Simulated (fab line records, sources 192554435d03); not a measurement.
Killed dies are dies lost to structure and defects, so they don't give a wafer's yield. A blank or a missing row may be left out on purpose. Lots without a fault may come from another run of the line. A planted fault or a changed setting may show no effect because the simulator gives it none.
A struck lot beside a sound one | flow n5_finfet | 41 steps out of a route of 1938
Sound: wafers L465.1, L465.3, L465.6. Struck: wafer L468.2. (L468.3 of the same lot was not struck and is left out.) The cause comes at the end.
At each step with rows: each side's tool, then ch and its chambers, then its first start. Under that, the readings that differ: sound wafers | struck wafers | difference of the means | sigmas: that difference in standard deviations of wafers without a fault.
alike: readings whose means differ by less than 2 such deviations, and words and numbers that are the same on both sides. not compared: withheld readings, readings that some wafer has no value for, bounds like >300 that may hide the same value, and numbers for which the record gives no deviation and whose values overlap.
The two part at a step that has a row with sigmas, a row that says differs or no value, or rows on one side only. Numbers that don't overlap but have no deviation are shown without sigmas and don't part them. A reading that every wafer of one side lacks parts them only if that side has two wafers or more.

first, 9 steps without rows for these wafers: N5_BEOL_M4_ANNEAL_95 (time 240 s); N5_BEOL_M4_SPUTTER_96 (material Cu, target thk 4.5 nm, time 8.29 s); N5_BEOL_M4_ECD_50 (material Cu, target thk 300 nm); N5_BEOL_M4_ANNEAL_51 (time 90 s); N5_BEOL_M4_CMP_52 (polishes, stops on SiOC, t overpolish 6.8 s, target thk 40 nm); N5_BEOL_M4_PRE_CLEAN_60 (time 15 s); N5_BEOL_M4_CO_CAP_55 (material Co, precursor CCTBA/H2, target thk 2 nm, time 102.1 s); N5_BEOL_M4_PRE_CLEAN_56 (time 15 s); N5_BEOL_M4_DEP_57 (deposits SiCN from 3MS/NH3, target thk 8 nm, time 14 s).
N5_BEOL_M4_RC_MEAS_101:
  sound on prober-01 ch 0, day 10 13:31; struck on prober-02 ch 0, day 11 16:17
  alike: DIBL_N, DIBL_P, IOFF_N, IOFF_P, ION_N, ION_P, SS_N, SS_P, VT_N, VT_P
then, 24 steps without rows for these wafers: N5_BEOL_M5_ILD_DEP_00 (deposits SiCOH lowk from DEMS/porogen, target thk 140.64 nm, time 25.9 s); N5_BEOL_M5_CURE_79 (cures SiCOH lowk, time 240 s); N5_BEOL_M5_PECVD_70 (deposits SiO2 from TEOS/O2, target thk 16 nm, time 18 s); N5_BEOL_M5_HM_DEP_02 (deposits TiN, target thk 20 nm); N5_BEOL_M5_COAT_59 (time 60 s, resist thk 60 nm); N5_BEOL_M5_COAT_60 (time 60 s, resist thk 12 nm); N5_BEOL_M5_COAT_71 (time 60 s, resist thk 5 nm); N5_BEOL_M5_COAT_05 (resist thk 30 nm); N5_BEOL_M5_EBR_07; N5_BEOL_M5_SOFTBAKE_06 (time 60 s); N5_BEOL_M5_EXPOSE_08 (exposes mask M5, target cd 28 nm); N5_BEOL_M5_PEB_09 (peb time 60 s); N5_BEOL_M5_DEVELOP_10 (develop time 30 s); N5_BEOL_M5_DESCUM_16 (chemistry O2, time 7 s); N5_BEOL_M5_ETCH_72 (etches underlayer in N2/H2, target depth 6.5 nm, time 5.2 s); N5_BEOL_M5_ETCH_61 (etches SiARC in CF4, target depth 15.6 nm, time 26 s); N5_BEOL_M5_ETCH_62 (etches SOC in N2/H2, target depth 75 nm, overetch 15 nm, time 112.5 s); N5_BEOL_M5_STRIP_63 (strips in N2/H2); N5_BEOL_M5_STRIP_73 (strips in N2/H2); N5_BEOL_M5_STRIP_64 (strips in CF4); N5_BEOL_M5_HM_OPEN_17 (chemistry Cl2/BCl3, target TiN, target depth 20 nm, overetch 6 nm); N5_BEOL_M5_STRIP_19 (strips in O2); N5_BEOL_M5_COAT_65 (time 60 s, resist thk 60 nm); N5_BEOL_M5_COAT_66 (time 60 s, resist thk 12 nm).
-- the record jumps here: 2 days lie between the struck wafers' starts before and after (it left off in module BEOL_M5 and takes up again in module BEOL_M11, whose first step shown is number 1578 of the route) --
N5_BEOL_M11_TRENCH_ETCH_37: etches SiCOH lowk in C4F6/O2, target depth 148.83 nm, time 48 s.
  sound on rie_diel-02 ch 1,2,3, day 13 01:59; struck on rie_diel-02 ch 0, day 14 03:16
  reading                                     | sound             | struck | difference | sigmas
  oes_product_au (a.u.)                       | 0.89 0.67 0.88    | 1.39   | +0.58      | +6
  model.BEOL_M11.feature_depth_nm (nm)        | 150.8 146.6 151.2 | 244.8  | +95.3      |
  model.etch.depth_nm (nm)                    | 150.8 146.6 151.1 | 244.9  | +95.4      |
  model.TiN_of_BEOL_M11_HM_DEP_02.thk_nm (nm) | 16.4 16.4 16.4    | 13     | -3         |
  alike: drypump_motor_current_A, rf_vpp_V, showerhead_plenum_p_Torr, throttle_valve_pct
  not compared: rf_hours_counter_h
N5_BEOL_M11_OCD_MEAS_38:
  sound on ocd-01, day 13 02:10; struck on ocd-02, day 14 03:26
  reading              | sound             | struck | difference | sigmas
  trench_depth_nm (nm) | 150.9 146.8 150.9 | 245.0  | +95.5      | +48
N5_BEOL_M11_CMP_52: polishes, stops on SiCOH lowk, t overpolish 7 s, target thk 140 nm.
  sound on cmp-01 ch 0,1,2, day 13 05:56; struck on cmp-03 ch 0, day 14 05:22
  reading                                 | sound         | struck | difference | sigmas
  model.Cu_of_BEOL_M11_ECD_50.thk_nm (nm) | 142.6 138 143 | 235.6  | +94.4      |
  alike: motor_current_A
N5_BEOL_M11_THK_MEAS_53: measures by xrf.
  sound on film_metro-02, day 13 06:11; struck on film_metro-01, day 14 05:40
  reading      | sound             | struck | difference | sigmas
  M11_THK (nm) | 143.4 139.4 143.9 | 240.3  | +98.1      | +41
N5_BEOL_M11_RS_MEAS_57: measures by four-point-probe.
  sound on film_metro-02, day 13 06:19; struck on film_metro-02, day 14 05:47
  reading         | sound                | struck | difference | sigmas
  M11_RS (ohm/sq) | 0.1478 0.1531 0.1472 | 0.0860 | -0.0634    | -23
N5_BEOL_M15_RC_MEAS_101:
  sound on prober-02 ch 0, day 14 14:23; struck on prober-02 ch 0, day 15 10:42
  reading                    | sound                 | struck  | difference | sigmas
  COMB_M10 (S/m)             | 8e-12 1.3e-11 1.5e-11 | 2.6e-11 | +1.4e-11   | +4
  SERP_M11 (ohm/um)          | 2.98 3.09 2.91        | 1.72    | -1.27      | -19
  SERP_M11_max_site (ohm/um) | 3.10 3.20 3.06        | 1.76    | -1.36      | -18
  SERP_M12 (ohm/um)          | 0.623 0.620 0.606     | 0.661   | +0.045     | +3
  alike: COMB_M12, COMB_M13, COMB_M14, COMB_M15, COMB_M5, COMB_M6, COMB_M7, COMB_M8, COMB_M9, SERP_M10, SERP_M13, SERP_M14, SERP_M5, SERP_M6, SERP_M7, SERP_M8, SERP_M8_max_site, SERP_M9
N5_PASSIVATION_PROBE_49:
  the record has rows for the struck wafers here (prober-02, day 16 03:01) and none for the sound ones

WHERE THEY PART
First at N5_BEOL_M11_TRENCH_ETCH_37; last, within this record, at N5_PASSIVATION_PROBE_49.

WHY: what the simulator had put in
Process parameter drift: rie_diel-02, from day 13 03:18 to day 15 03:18, at N5_BEOL_M11_TRENCH_ETCH_37. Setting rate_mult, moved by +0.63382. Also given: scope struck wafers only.
